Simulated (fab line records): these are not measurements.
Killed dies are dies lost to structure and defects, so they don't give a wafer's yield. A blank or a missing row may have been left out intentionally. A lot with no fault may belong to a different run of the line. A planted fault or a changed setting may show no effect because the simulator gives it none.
Which of the tools did it? :: flow n5-finfet :: 12 lots, 36 wafers sampled, at 1 step of a route of 1938

== WHAT EACH GAUGE READ, for each wafer ==
N5_BEOL_M1_THK_MEAS_53: measures by xrf.
lot: L075
measured: day 6 11:02
on: film-metro-01
M1_THK (nm): 39.8 40.1 38.7

lot: L077
measured: day 7 14:32
on: film-metro-01
M1_THK (nm): 39.6 41.0 42.4

lot: L079
measured: day 8 06:35
on: film-metro-01
M1_THK (nm): 39.9 39.0 43.4

lot: L081
measured: day 8 14:53
on: film-metro-01
M1_THK (nm): 40.3 42.2 41.6

lot: L082
measured: day 8 18:07
on: film-metro-01
M1_THK (nm): 41.8 42.6 42.0

lot: L085
measured: day 9 13:01
on: film-metro-01
M1_THK (nm): 38.4 39.1 40.4

lot: L088
measured: day 9 20:50
on: film-metro-01
M1_THK (nm): 39.1 43.0 40.7

lot: L089
measured: day 10 04:49
on: film-metro-01
M1_THK (nm): 39.5 42.0 41.5

lot: L091
measured: day 10 20:46
on: film-metro-01
M1_THK (nm): 37.4 40.6 39.3

lot: L093
measured: day 11 13:19
on: film-metro-02
M1_THK (nm): 41.9 40.3 39.1

lot: L097
measured: day 12 06:49
on: film-metro-01
M1_THK (nm): 39.7 37.0 40.6

lot: L096
measured: day 12 07:58
on: film-metro-02
M1_THK (nm): 38.1 41.4 40.9

== WHICH TOOL RAN EACH LOT (tool, then ch and the chambers of the sampled wafers, then the start) ==
The record shows no process step preceding these readings.

== THE ANSWER, worked out from the rows above alone ==
Rule: what is usual is taken from the lots themselves. The widest of any qualifying gaps counts: lots, ordered by their means at a reading, are off when they make up no more than a third of the lots, leave a main group of 4 or more, and stand apart from it by 3 or more times the standard deviation of that group's means. The tables above print the reading to a certain number of digits; a main group whose means all agree to those digits is not used. Also off: a lot with no number at a reading for which 4 or more lots have one. Where the step has rows for the other lots, those lots are counted as sound.
Across all readings shown, no lot is off: no conclusion can be drawn from this.

== WHAT THE SIMULATOR HAD INSERTED ==
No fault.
